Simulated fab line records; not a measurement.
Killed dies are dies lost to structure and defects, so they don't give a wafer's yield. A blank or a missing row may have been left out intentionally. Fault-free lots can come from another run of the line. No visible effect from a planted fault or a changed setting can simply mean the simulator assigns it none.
fab line records -- flow nandHarc
record: lots: 14, wafers: 42, lastDay: 34
route steps=1302 shown P_BONDPAD@377 A_SOURCE_PLATE@417 A_ONON_D1@443 END@1302
lots that met no fault: from a run of the same line without faults
startH: the number of hours between the record's first day and the start of the first shown wafer of the lot -- waitH: how many hours have passed since the lot's step before this one -- " as in the row above -- L1.1+2: a row that stands for several wafers -- - no value present, or no start provided -- * or withheld: withheld -- < > ~ a bound
route shown NAME@n: a module of which the file shows steps, and the number in the route of the first -- usual: average and standard deviation across the fault-free wafers -- same: alike in all rows -- chamber/n: place in a boat -- sites: each site's reading -- _std_site: their standard deviation -- _edge_site: inner sites' mean taken away from outer sites' mean -- radiusMm: for every site, how far away it sits from the centre of the wafer -- mask NAME#n: copy n -- behind: the last tool/chamber to shape the wafer -- hold: what put the lot on hold/how long, in hours/how the hold closed -- device: the n, p or np transistor that did not switch -- end of line: the same wafers' tests at the end of the route -- a step given without rows: its recipe and nothing more -- killed: dies lost to structure and defects at the first sort, not the wafer's yield -- map: a wafer's dies, marking killed ones x, the rest . and places with no die _
set.NAME: the setting as run; set.NAME@STEP: as run at that earlier step -- model.NAME: the simulator's own value behind a step, which no gauge read
the route's steps for a sample of lots (tables are steps, rows are wafers)
services: from which hour (startH, from the record's first day; less than 0 if before it) a tool's chamber was out of use, for how many hours, and why
== steps ==
step: NHARC_P_BONDPAD_PVD_27
recipe: targetThkA: 300, chamberPressurePa: 5, powerW: 5000, substrateTempC: 30, timeS: 20.49, material: Cu
usual: throttleValvePct: 30.4/1.2
lot.wafer,tool,chamber,startH,waitH,throttleValvePct
L523.3,pvdSputter-02,-,-,-,32.2
L523.2,pvdSputter-02,-,-,-,31.0
L523.6,pvdSputter-02,-,-,-,31.3
L529.1,pvdSputter-01,-,-,-,28.7
L529.2,pvdSputter-01,-,-,-,30.9
L529.6,pvdSputter-01,-,-,-,28.8
L530.3,pvdSputter-02,-,-,-,31.2
L530.2,pvdSputter-02,-,-,-,30.6
L530.5,pvdSputter-02,-,-,-,31.2
L536.2,pvdSputter-02,-,-,-,30.6
L536.6,pvdSputter-02,-,-,-,31.1
L536.5,pvdSputter-02,-,-,-,30.6
L538.1,pvdSputter-01,-,-,-,28.4
L538.3,pvdSputter-01,-,-,-,30.5
L538.5,pvdSputter-01,-,-,-,29.4
L537.1,pvdSputter-03,-,-,-,28.5
L537.2,pvdSputter-03,-,-,-,29.9
L537.3,pvdSputter-03,-,-,-,31.0
L539.4,pvdSputter-03,-,-,-,28.4
L539.3,pvdSputter-03,-,-,-,31.4
L539.6,pvdSputter-03,-,-,-,31.1
L540.2,pvdSputter-01,-,-,-,28.5
L540.6,pvdSputter-01,-,-,-,30.4
L540.5,pvdSputter-01,-,-,-,30.4
L541.1,pvdSputter-02,-,-,-,30.8
L541.6,pvdSputter-02,-,-,-,31.5
L541.5,pvdSputter-02,-,-,-,30.9
L542.3,pvdSputter-03,-,-,-,28.3
L542.1,pvdSputter-03,-,-,-,31.4
L542.6,pvdSputter-03,-,-,-,31.5
L543.3,pvdSputter-01,-,-,-,28.9
L543.4,pvdSputter-01,-,-,-,30.2
L543.1,pvdSputter-01,-,-,-,30.4
L544.3,pvdSputter-02,-,-,-,31.4
L544.1,pvdSputter-02,-,-,-,31.2
L544.2,pvdSputter-02,-,-,-,31.0
L545.3,pvdSputter-02,-,-,-,30.7
L545.4,pvdSputter-02,-,-,-,30.9
L545.5,pvdSputter-02,-,-,-,31.3
L546.1,pvdSputter-01,-,-,-,30.0
L546.6,pvdSputter-01,-,-,-,29.3
L546.5,pvdSputter-01,-,-,-,30.1
step: NHARC_P_BONDPAD_CMP_19
recipe: tOverpolishS: 30, cuRecessTouchS: 16, targetThkNm: 160.81
usual: motorCurrentA: 11.7/1.6, overpolishRunS: 30.001/0.0092
lot.wafer,tool,chamber,startH,waitH,motorCurrentA,overpolishRunS
L523.2,cmp-01,0,141.79,-,11.2,29.990
L523.3,cmp-01,1,141.79,-,12.0,30.014
L523.6,cmp-01,0,141.79,-,11.3,30.017
L529.1,cmp-02,2,196.28,-,12.1,30.008
L529.2,cmp-02,0,196.28,-,12.0,30.015
L529.6,cmp-02,2,196.28,-,11.7,30.001
L530.2,cmp-02,2,203.15,-,11.5,30.001
L530.3,cmp-02,1,203.15,-,10.5,29.994
L530.5,cmp-02,2,203.15,-,12.3,29.991
L536.2,cmp-02,3,282.36,-,13.0,30.002
L536.6,cmp-02,2,282.36,-,11.6,30.007
L536.5,cmp-02,3,282.36,-,13.3,30.004
L538.1,cmp-04,1,282.84,-,10.3,30.008
L538.3,cmp-04,0,282.84,-,13.2,29.991
L538.5,cmp-04,1,282.84,-,10.1,29.998
L537.2,cmp-01,0,283.59,-,11.4,29.999
L537.1,cmp-01,1,283.59,-,11.8,30.000
L537.3,cmp-01,2,283.59,-,10.7,30.006
L539.4,cmp-02,2,292.92,-,11.8,29.990
L539.3,cmp-02,3,292.92,-,13.3,29.986
L539.6,cmp-02,2,292.92,-,12.0,29.994
L540.2,cmp-04,2,304.90,-,10.1,30.004
L540.5,cmp-04,2,304.90,-,10.2,29.997
L540.6,cmp-04,3,304.90,-,15.9,29.992
L541.1,cmp-02,0,317.38,-,11.3,30.003
L541.5,cmp-02,2,317.38,-,12.5,30.019
L541.6,cmp-02,3,317.38,-,13.6,30.000
L542.3,cmp-04,3,325.54,-,15.0,30.007
L542.1,cmp-04,2,325.54,-,10.1,29.984
L542.6,cmp-04,3,325.54,-,14.6,29.997
L543.4,cmp-04,1,351.99,-,10.0,30.024
L543.1,cmp-04,3,351.99,-,15.2,29.993
L543.3,cmp-04,0,351.99,-,13.1,30.005
L544.2,cmp-04,1,357.30,-,10.4,29.997
L544.3,cmp-04,2,357.30,-,10.1,30.002
L544.1,cmp-04,3,357.30,-,15.1,30.001
L545.3,cmp-04,2,358.86,-,10.1,30.008
L545.4,cmp-04,3,358.86,-,14.9,29.998
L545.5,cmp-04,2,358.86,-,10.0,30.005
L546.1,cmp-01,1,378.40,-,12.4,30.007
L546.5,cmp-01,0,378.40,-,11.6,29.994
L546.6,cmp-01,1,378.40,-,11.8,30.015
step: NHARC_A_SOURCE_PLATE_PVD_04
recipe: targetThkA: 500, material: WSi2
lot.wafer,tool,chamber,startH,waitH
L523.3+2+6,pvdSputter-01,-,154.57,0.1
L529.2+1+6,pvdSputter-03,-,206.91,0.1
L530.3+2+5,pvdSputter-03,-,213.41,0.1
L538.1+3+5,pvdSputter-02,-,292.82,0.1
L537.1+2+3,pvdSputter-03,-,292.83,0.1
L536.2+6+5,pvdSputter-01,-,292.84,0.1
L539.4+3+6,pvdSputter-03,-,303.14,0.1
L540.2+6+5,pvdSputter-03,-,315.46,0.1
L541.1+6+5,pvdSputter-01,-,327.59,0.1
L542.1+3+6,pvdSputter-01,-,336.20,0.1
L543.1+3+4,pvdSputter-02,-,362.68,0.1
L545.4+3+5,pvdSputter-01,-,367.45,0.1
L544.1+3+2,pvdSputter-02,-,367.47,0.1
L546.1+6+5,pvdSputter-01,-,388.61,0.1
step: NHARC_A_SOURCE_PLATE_INSPECT_08
usual: rawDefectCount: 64/28
lot.wafer,tool,chamber,startH,waitH,rawDefectCount
L523.2,defectInspect-01,-,167.05,0.0,99
L523.3,defectInspect-01,-,167.05,0.0,63
L523.6,defectInspect-01,-,167.05,0.0,90
L529.1,defectInspect-02,-,219.44,0.0,51
L529.2,defectInspect-02,-,219.44,0.0,37
L529.6,defectInspect-02,-,219.44,0.0,1331
L530.2,defectInspect-02,-,229.20,0.0,1275
L530.3,defectInspect-02,-,229.20,0.0,59
L530.5,defectInspect-02,-,229.20,0.0,39
L536.2,defectInspect-02,-,305.81,0.0,49
L536.5,defectInspect-02,-,305.81,0.0,41
L536.6,defectInspect-02,-,305.81,0.0,34
L537.1,defectInspect-02,-,305.83,0.0,71
L537.2,defectInspect-02,-,305.83,0.0,90
L537.3,defectInspect-02,-,305.83,0.0,77
L538.1,defectInspect-01,-,305.84,0.0,73
L538.3,defectInspect-01,-,305.84,0.0,59
L538.5,defectInspect-01,-,305.84,0.0,58
L539.3,defectInspect-02,-,317.64,0.0,54
L539.4,defectInspect-02,-,317.64,0.0,42
L539.6,defectInspect-02,-,317.64,0.0,49
L540.2,defectInspect-01,-,328.97,0.0,62
L540.5,defectInspect-01,-,328.97,0.0,61
L540.6,defectInspect-01,-,328.97,0.0,63
L541.1,defectInspect-01,-,340.00,0.0,40
L541.5,defectInspect-01,-,340.00,0.0,46
L541.6,defectInspect-01,-,340.00,0.0,61
L542.1,defectInspect-02,-,349.22,0.0,114
L542.3,defectInspect-02,-,349.22,0.0,100
L542.6,defectInspect-02,-,349.22,0.0,120
L543.1,defectInspect-02,-,375.62,0.0,41
L543.3,defectInspect-02,-,375.62,0.0,61
L543.4,defectInspect-02,-,375.62,0.0,42
L545.3,defectInspect-02,-,380.47,0.3,61
L545.4,defectInspect-02,-,380.47,0.3,56
L545.5,defectInspect-02,-,380.47,0.3,54
L544.1,defectInspect-02,-,380.47,0.3,48
L544.2,defectInspect-02,-,380.47,0.3,42
L544.3,defectInspect-02,-,380.47,0.3,69
L546.1,defectInspect-02,-,401.51,0.0,76
L546.5,defectInspect-02,-,401.51,0.0,92
L546.6,defectInspect-02,-,401.51,0.0,89
step: NHARC_A_ONON_D1_THK_MEAS_27
recipe: thkMeasGauge: ellipsometry
usual: thkNm: 1000/10
lot.wafer,tool,chamber,startH,waitH,thkNm
L523.2,filmMetro-02,-,179.37,-,1003
L523.3,filmMetro-02,-,179.37,-,1002
L523.6,filmMetro-02,-,179.37,-,1002
L529.1,filmMetro-01,-,231.63,-,1010
L529.2,filmMetro-01,-,231.63,-,1009
L529.6,filmMetro-01,-,231.63,-,1009
L530.2,filmMetro-02,-,242.47,-,1001
L530.3,filmMetro-02,-,242.47,-,1000
L530.5,filmMetro-02,-,242.47,-,1001
L536.2,filmMetro-02,-,318.17,-,995
L536.5,filmMetro-02,-,318.17,-,995
L536.6,filmMetro-02,-,318.17,-,996
L537.1,filmMetro-01,-,318.51,-,993
L537.2,filmMetro-01,-,318.51,-,993
L537.3,filmMetro-01,-,318.51,-,995
L538.1,filmMetro-02,-,318.67,-,1008
L538.3,filmMetro-02,-,318.67,-,1007
L538.5,filmMetro-02,-,318.67,-,1006
L539.3,filmMetro-01,-,331.22,-,1005
L539.4,filmMetro-01,-,331.22,-,1005
L539.6,filmMetro-01,-,331.22,-,1005
L540.2,filmMetro-01,-,341.36,-,989
L540.5,filmMetro-01,-,341.36,-,987
L540.6,filmMetro-01,-,341.36,-,987
L541.1,filmMetro-01,-,352.36,-,996
L541.5,filmMetro-01,-,352.36,-,995
L541.6,filmMetro-01,-,352.36,-,996
L542.1,filmMetro-01,-,365.49,-,1011
L542.3,filmMetro-01,-,365.49,-,1011
L542.6,filmMetro-01,-,365.49,-,1012
L543.1,filmMetro-02,-,388.57,-,988
L543.3,filmMetro-02,-,388.57,-,987
L543.4,filmMetro-02,-,388.57,-,985
L545.3,filmMetro-02,-,396.17,-,985
L545.4,filmMetro-02,-,396.17,-,985
L545.5,filmMetro-02,-,396.17,-,985
L544.1,filmMetro-01,-,396.19,-,1021
L544.2,filmMetro-01,-,396.19,-,1021
L544.3,filmMetro-01,-,396.19,-,1021
L546.1,filmMetro-02,-,413.88,-,989
L546.5,filmMetro-02,-,413.88,-,989
L546.6,filmMetro-02,-,413.88,-,988
step: NHARC_END_SORT_01
recipe: tempC: 25
usual: killedAtArray: 54/18, killedAtOther: 0.7/0.87, killedAtPeriphery: 3.7/2.5, killedDies: 59/19, killedOpen: 3.3/2, killedShort: 2.6/1.6
same: grossDies: 677
lot.wafer,tool,chamber,startH,waitH,killedAtArray,killedAtOther,killedAtPeriphery,killedDies,killedOpen,killedShort
L529.1,prober-02,0,637.45,2.5,62,0,8,70,5,4
L529.2,prober-02,0,638.25,2.8,64,0,11,75,4,4
L529.6,prober-02,0,641.45,4.0,123,1,2,126,1,2
L530.2,prober-02,0,658.39,2.8,117,0,4,121,3,1
L530.3,prober-02,0,659.19,3.1,44,0,3,47,3,3
L530.5,prober-02,0,660.79,3.7,52,2,4,58,5,4
L538.3,prober-02,0,718.55,3.1,46,0,3,49,3,2
killed by level:class
L529.1 A_CHANNEL_HOLE_D1:chamberFilmFlake=28 A_SLIT:chamberFilmFlake=15 A_CONTACT:chamberFilmFlake=5 A_CHANNEL_HOLE_D2:chamberFilmFlake=4 P_CONTACT:chamberFilmFlake=3 A_STAIRCASE:chamberFilmFlake=2 P_STI:geometricParticle:short=1 P_GATE:geometricParticle:open=1
L529.2 A_CHANNEL_HOLE_D1:chamberFilmFlake=29 A_SLIT:chamberFilmFlake=21 P_CONTACT:chamberFilmFlake=4 A_CONTACT:chamberFilmFlake=4 A_CHANNEL_HOLE_D2:chamberFilmFlake=4 A_STAIRCASE:chamberFilmFlake=2 P_CONTACT:geometricParticle:open=1 P_M0:geometricParticle:open=1
L529.6 A_SOURCE_PLATE:unspecified=74 A_CHANNEL_HOLE_D1:chamberFilmFlake=30 A_SLIT:chamberFilmFlake=11 A_CHANNEL_HOLE_D2:chamberFilmFlake=3 A_CONTACT:chamberFilmFlake=3 A_M0:geometricParticle:short=1 A_M0:geometricParticle:open=1 STARTING-WAFER:geometricParticle:short=1
L530.2 A_SOURCE_PLATE:unspecified=75 A_CHANNEL_HOLE_D1:chamberFilmFlake=27 A_CHANNEL_HOLE_D2:chamberFilmFlake=8 P_BONDPAD:chamberFilmFlake=2 P_GATE:geometricParticle:open=1 A_CHANNEL_HOLE_D2:geometricParticle:short=1 A_CHANNEL_FILL_D2:geometricParticle:open=1 A_BLC:geometricParticle:open=1
L530.3 A_CHANNEL_HOLE_D1:chamberFilmFlake=21 A_CHANNEL_HOLE_D2:chamberFilmFlake=9 A_CONTACT:chamberFilmFlake=5 P_BONDPAD:chamberFilmFlake=3 A_CHANNEL_HOLE_D1:geometricParticle:short=1 A_CHANNEL_FILL_D1:geometricParticle:open=1 A_DECK1_JOINT:geometricParticle:short=1 A_CHANNEL_FILL_D2:geometricParticle:short=1
L530.5 A_CHANNEL_HOLE_D1:chamberFilmFlake=25 A_CHANNEL_HOLE_D2:chamberFilmFlake=11 A_CONTACT:chamberFilmFlake=5 A_CHANNEL_FILL_D1:geometricParticle:open=2 P_BONDPAD:chamberFilmFlake=2 A_STAIRCASE:chamberFilmFlake=2 THIN_TSV:chamberFilmFlake=2 P_M0:geometricParticle:open=1
L538.3 A_SLIT:chamberFilmFlake=29 A_CHANNEL_HOLE_D1:chamberFilmFlake=5 A_BLC:chamberFilmFlake=5 A_CONTACT:chamberFilmFlake=2 P_M0:geometricParticle:open=1 A_ONON_D1:geometricParticle:short=1 A_ONON_D2:geometricParticle:open=1 A_ONON_D2:geometricParticle:short=1
== services ==
tool,chamber,startH,hours,kind
cmp-01,-,122.03,5.9,repair
pvdSputter-02,-,125.17,10.0,pm
cmp-02,-,134.50,4.0,pm
pvdSputter-01,-,158.23,3.5,repair
pvdSputter-03,-,170.04,10.0,pm
pvdSputter-02,-,183.34,5.3,repair
cmp-04,-,212.94,4.0,pm
pvdSputter-01,-,226.00,10.0,pm
cmp-04,-,230.67,4.0,repair
cmp-02,-,232.50,4.0,pm
cmp-04,-,236.15,1.7,repair
cmp-04,-,248.57,2.8,repair
cmp-02,-,270.76,0.5,repair
pvdSputter-01,-,277.62,1.1,repair
cmp-02,-,283.39,0.9,repair
cmp-02,-,297.12,1.2,repair
pvdSputter-02,-,303.17,10.0,pm
cmp-04,-,310.94,4.0,pm
cmp-02,-,319.41,0.8,repair
cmp-04,-,330.28,1.3,repair
cmp-02,-,330.50,4.0,pm
pvdSputter-03,-,348.04,10.0,pm
cmp-02,-,382.05,3.1,repair
cmp-04,-,387.22,54.2,repair
== key ==
firstSign: step: NHARC_A_SOURCE_PLATE_INSPECT_08, reading: rawDefectCount, direction: up, sigmas: 44, usual: 64, struck: 1303
effect: step: NHARC_END_SORT_01, reading: killedAtArray, direction: up, sigmas: 3.6, usual: 54, struck: 120
moreKillsBornAt: NHARC_A_SOURCE_PLATE_PVD_04@pvdSputter-03: 149
metAt NHARC_A_SOURCE_PLATE_PVD_04
struckLots L529,L530
struckWafers L529.6,L530.2
testerLeftOut L529,L530
notActingAt NHARC_P_BONDPAD_PVD_27,NHARC_P_BONDPAD_CMP_19,NHARC_A_ONON_D1_THK_MEAS_27
fault: kind: chamberParticleSource, tool: pvdSputter-03, chamber: -, onsetH: 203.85, steps: NHARC_A_SOURCE_PLATE_PVD_04, ratePerVisitCm2: 1.8863, endH: 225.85, scope: struckWafersOnly
testerLeftOut: of these lots the tester's yield and bins aren't shown, on N5 and GAA mostly nor the transistor test; their killed dies are dies lost to structure and defects alone, not to doping, threshold or leakage, so they don't give the yield
